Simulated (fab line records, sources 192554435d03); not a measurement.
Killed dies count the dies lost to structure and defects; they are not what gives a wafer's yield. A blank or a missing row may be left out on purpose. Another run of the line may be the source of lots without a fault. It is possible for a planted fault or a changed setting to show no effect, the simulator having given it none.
The tool behind it: which one? || flow n5 finfet || 11 lots with 33 wafers sampled at 4 steps, on a route of 1938 steps

WHAT THE GAUGES SHOWED, per wafer
N5_MIM_BOT_LITHO_OVL_MEAS_11.
{"lot": "L688", "measured": "day 11 15:43", "on": "overlay-01", "MIM_BOT_OVL (nm)": "-1 -3 3"}
{"lot": "L690", "measured": "day 12 14:58", "on": "overlay-02", "MIM_BOT_OVL (nm)": "-6 -11 2"}
{"lot": "L691", "measured": "day 12 19:36", "on": "overlay-01", "MIM_BOT_OVL (nm)": "-11 -7 -13"}
{"lot": "L692", "measured": "day 13 03:16", "on": "overlay-01", "MIM_BOT_OVL (nm)": "4 7 -4"}
{"lot": "L693", "measured": "day 13 06:22", "on": "overlay-01", "MIM_BOT_OVL (nm)": "-1 -2 2"}
{"lot": "L694", "measured": "day 13 22:10", "on": "overlay-02", "MIM_BOT_OVL (nm)": "-5 -11 -7"}
{"lot": "L695", "measured": "day 13 15:43", "on": "overlay-02", "MIM_BOT_OVL (nm)": "-6 -6 -11"}
{"lot": "L696", "measured": "day 14 02:10", "on": "overlay-01", "MIM_BOT_OVL (nm)": "-11 -8 -12"}
{"lot": "L701", "measured": "day 15 05:24", "on": "overlay-01", "MIM_BOT_OVL (nm)": "0 0 -6"}
{"lot": "L706", "measured": "day 16 22:13", "on": "overlay-02", "MIM_BOT_OVL (nm)": "-6 -7 -8"}
{"lot": "L711", "measured": "day 18 22:43", "on": "overlay-01", "MIM_BOT_OVL (nm)": "-11 -19 -12"}

TOOL THAT RAN EACH LOT (tool first, then ch and the chambers of the sampled wafers, then the start)
{"lot": "L688", "N5_HKMG_FIN_ETCH_32": "rie diel-03 ch 0,1,2, day 4 03:06", "N5_MIM_TOP_DEGAS_04": "pvd sputter-02, day 11 14:13", "N5_MIM_TOP_ETCH_PECVD_03": "pecvd-03 ch 0,1,2, day 11 15:13"}
{"lot": "L690", "N5_HKMG_FIN_ETCH_32": "rie diel-05 ch 1,2,3, day 4 15:49", "N5_MIM_TOP_DEGAS_04": "pvd sputter-02, day 12 13:38", "N5_MIM_TOP_ETCH_PECVD_03": "pecvd-04 ch 0,1,2, day 12 14:34"}
{"lot": "L691", "N5_HKMG_FIN_ETCH_32": "rie diel-04 ch 1,3, day 4 22:15", "N5_MIM_TOP_DEGAS_04": "pvd sputter-02, day 12 18:17", "N5_MIM_TOP_ETCH_PECVD_03": "pecvd-03 ch 1,2, day 12 19:05"}
{"lot": "L692", "N5_HKMG_FIN_ETCH_32": "rie diel-05 ch 1,3, day 5 04:31", "N5_MIM_TOP_DEGAS_04": "pvd sputter-01, day 13 01:57", "N5_MIM_TOP_ETCH_PECVD_03": "pecvd-01 ch 0,2, day 13 02:53"}
{"lot": "L693", "N5_HKMG_FIN_ETCH_32": "rie diel-03 ch 0,1,2, day 5 10:19", "N5_MIM_TOP_DEGAS_04": "pvd sputter-01, day 13 05:08", "N5_MIM_TOP_ETCH_PECVD_03": "pecvd-01 ch 0,2, day 13 05:58"}
{"lot": "L694", "N5_HKMG_FIN_ETCH_32": "rie diel-05 ch 0,1, day 5 16:37", "N5_MIM_TOP_DEGAS_04": "pvd sputter-01, day 13 20:43", "N5_MIM_TOP_ETCH_PECVD_03": "pecvd-04 ch 1,2, day 13 21:39"}
{"lot": "L695", "N5_HKMG_FIN_ETCH_32": "rie diel-05 ch 0,1, day 5 21:16", "N5_MIM_TOP_DEGAS_04": "pvd sputter-03, day 13 14:31", "N5_MIM_TOP_ETCH_PECVD_03": "pecvd-04 ch 0,1, day 13 15:19"}
{"lot": "L696", "N5_HKMG_FIN_ETCH_32": "rie diel-03 ch 1,2,3, day 6 03:15", "N5_MIM_TOP_DEGAS_04": "pvd sputter-03, day 14 00:47", "N5_MIM_TOP_ETCH_PECVD_03": "pecvd-01 ch 0,1,2, day 14 01:47"}
{"lot": "L701", "N5_HKMG_FIN_ETCH_32": "rie diel-05 ch 0,1, day 7 11:44", "N5_MIM_TOP_DEGAS_04": "pvd sputter-02, day 15 04:01", "N5_MIM_TOP_ETCH_PECVD_03": "pecvd-04 ch 0,1,2, day 15 04:53"}
{"lot": "L706", "N5_HKMG_FIN_ETCH_32": "rie diel-03 ch 1,2,3, day 8 15:59", "N5_MIM_TOP_DEGAS_04": "pvd sputter-03, day 16 21:01", "N5_MIM_TOP_ETCH_PECVD_03": "pecvd-03 ch 0,2, day 16 21:50"}
{"lot": "L711", "N5_HKMG_FIN_ETCH_32": "rie diel-04 ch 1,2,3, day 9 20:45", "N5_MIM_TOP_DEGAS_04": "pvd sputter-01, day 18 21:26", "N5_MIM_TOP_ETCH_PECVD_03": "pecvd-04 ch 1,2, day 18 22:20"}
- N5_HKMG_FIN_ETCH_32: etches SOC in N2/H2, target depth 240 nm, time 300 s.
- N5_MIM_TOP_DEGAS_04: time 60 s.
- N5_MIM_TOP_ETCH_PECVD_03: deposits SiNx from SiH4/NH3/N2, target thk 20 nm, time 17.6 s.

AS READ BY THE TOOLS THEMSELVES (means over the sampled wafers that have a number; for cases with no such wafer, the mark the record gives instead)
N5_HKMG_FIN_ETCH_32.
{"lot": "L688", "tool": "rie diel-03", "drypump motor current A (A)": 5.8, "oes product au (a.u.)": 0.70, "rf vpp V (V)": 524.4, "showerhead plenum p Torr (Torr)": 2.55, "throttle valve pct (%)": 17.80}
{"lot": "L690", "tool": "rie diel-05", "drypump motor current A (A)": 5.5, "oes product au (a.u.)": 0.71, "rf vpp V (V)": 520.9, "showerhead plenum p Torr (Torr)": 2.45, "throttle valve pct (%)": 17.81}
{"lot": "L691", "tool": "rie diel-04", "drypump motor current A (A)": 6.0, "oes product au (a.u.)": 0.84, "rf vpp V (V)": 525.3, "showerhead plenum p Torr (Torr)": 2.61, "throttle valve pct (%)": 17.73}
{"lot": "L692", "tool": "rie diel-05", "drypump motor current A (A)": 5.7, "oes product au (a.u.)": 0.72, "rf vpp V (V)": 522.0, "showerhead plenum p Torr (Torr)": 2.49, "throttle valve pct (%)": 17.73}
{"lot": "L693", "tool": "rie diel-03", "drypump motor current A (A)": 5.8, "oes product au (a.u.)": 0.78, "rf vpp V (V)": 523.9, "showerhead plenum p Torr (Torr)": 2.55, "throttle valve pct (%)": 17.65}
{"lot": "L694", "tool": "rie diel-05", "drypump motor current A (A)": 6.3, "oes product au (a.u.)": 0.79, "rf vpp V (V)": 525.3, "showerhead plenum p Torr (Torr)": 2.60, "throttle valve pct (%)": 17.86}
{"lot": "L695", "tool": "rie diel-05", "drypump motor current A (A)": 5.9, "oes product au (a.u.)": 0.75, "rf vpp V (V)": 522.6, "showerhead plenum p Torr (Torr)": 2.51, "throttle valve pct (%)": 17.81}
{"lot": "L696", "tool": "rie diel-03", "drypump motor current A (A)": 5.7, "oes product au (a.u.)": 0.87, "rf vpp V (V)": 522.2, "showerhead plenum p Torr (Torr)": 2.50, "throttle valve pct (%)": 17.72}
{"lot": "L701", "tool": "rie diel-05", "drypump motor current A (A)": 6.3, "oes product au (a.u.)": 0.78, "rf vpp V (V)": 525.4, "showerhead plenum p Torr (Torr)": 2.59, "throttle valve pct (%)": 17.88}
{"lot": "L706", "tool": "rie diel-03", "drypump motor current A (A)": 5.7, "oes product au (a.u.)": 0.82, "rf vpp V (V)": 522.4, "showerhead plenum p Torr (Torr)": 2.49, "throttle valve pct (%)": 17.77}
{"lot": "L711", "tool": "rie diel-04", "drypump motor current A (A)": 5.8, "oes product au (a.u.)": 0.84, "rf vpp V (V)": 523.2, "showerhead plenum p Torr (Torr)": 2.54, "throttle valve pct (%)": 17.72}

N5_MIM_TOP_DEGAS_04.
{"lot": "L688", "tool": "pvd sputter-02", "heater power w (W)": 509}
{"lot": "L690", "tool": "pvd sputter-02", "heater power w (W)": 556}
{"lot": "L691", "tool": "pvd sputter-02", "heater power w (W)": 520}
{"lot": "L692", "tool": "pvd sputter-01", "heater power w (W)": 474}
{"lot": "L693", "tool": "pvd sputter-01", "heater power w (W)": 448}
{"lot": "L694", "tool": "pvd sputter-01", "heater power w (W)": 454}
{"lot": "L695", "tool": "pvd sputter-03", "heater power w (W)": 418}
{"lot": "L696", "tool": "pvd sputter-03", "heater power w (W)": 449}
{"lot": "L701", "tool": "pvd sputter-02", "heater power w (W)": 468}
{"lot": "L706", "tool": "pvd sputter-03", "heater power w (W)": 448}
{"lot": "L711", "tool": "pvd sputter-01", "heater power w (W)": 478}

N5_MIM_TOP_ETCH_PECVD_03.
{"lot": "L688", "tool": "pecvd-03", "heater power w (W)": 744, "showerhead plenum p Torr (Torr)": 5.13, "throttle valve pct (%)": 40.8}
{"lot": "L690", "tool": "pecvd-04", "heater power w (W)": 697, "showerhead plenum p Torr (Torr)": 5.17, "throttle valve pct (%)": 39.9}
{"lot": "L691", "tool": "pecvd-03", "heater power w (W)": 772, "showerhead plenum p Torr (Torr)": 5.12, "throttle valve pct (%)": 39.1}
{"lot": "L692", "tool": "pecvd-01", "heater power w (W)": 873, "showerhead plenum p Torr (Torr)": 5.18, "throttle valve pct (%)": 38.3}
{"lot": "L693", "tool": "pecvd-01", "heater power w (W)": 856, "showerhead plenum p Torr (Torr)": 5.18, "throttle valve pct (%)": 38.3}
{"lot": "L694", "tool": "pecvd-04", "heater power w (W)": 666, "showerhead plenum p Torr (Torr)": 5.14, "throttle valve pct (%)": 39.6}
{"lot": "L695", "tool": "pecvd-04", "heater power w (W)": 778, "showerhead plenum p Torr (Torr)": 5.24, "throttle valve pct (%)": 41.3}
{"lot": "L696", "tool": "pecvd-01", "heater power w (W)": 753, "showerhead plenum p Torr (Torr)": 5.19, "throttle valve pct (%)": 38.5}
{"lot": "L701", "tool": "pecvd-04", "heater power w (W)": 696, "showerhead plenum p Torr (Torr)": 5.17, "throttle valve pct (%)": 40.2}
{"lot": "L706", "tool": "pecvd-03", "heater power w (W)": 746, "showerhead plenum p Torr (Torr)": 5.17, "throttle valve pct (%)": 41.0}
{"lot": "L711", "tool": "pecvd-04", "heater power w (W)": 662, "showerhead plenum p Torr (Torr)": 5.14, "throttle valve pct (%)": 39.8}

THE ANSWER, worked out from the rows above alone
Rule: usual is defined by the lots themselves. Put in order of their means at a reading, lots are off if they are a third of the lots or fewer, leave a main group of 4 or more, and stand apart from it by a gap of 3 or more times the standard deviation of the main group's means; of several such gaps the widest counts. Not used: any main group whose means are identical at the precision the tables above print for the reading. Also off: a lot with no number at a reading for which 4 or more lots have one. Any other lot the step has rows for is counted as sound. The gauges are gone through in route order, then the tools' own readings, and for those a lot's mean is taken as printed above. At the first step where some lot is off, the reading lying furthest off is the one used; lots without a number count as furthest.
Across all readings shown, no lot is off: no conclusion can be drawn from this.

WHAT THE SIMULATOR HAD INSERTED
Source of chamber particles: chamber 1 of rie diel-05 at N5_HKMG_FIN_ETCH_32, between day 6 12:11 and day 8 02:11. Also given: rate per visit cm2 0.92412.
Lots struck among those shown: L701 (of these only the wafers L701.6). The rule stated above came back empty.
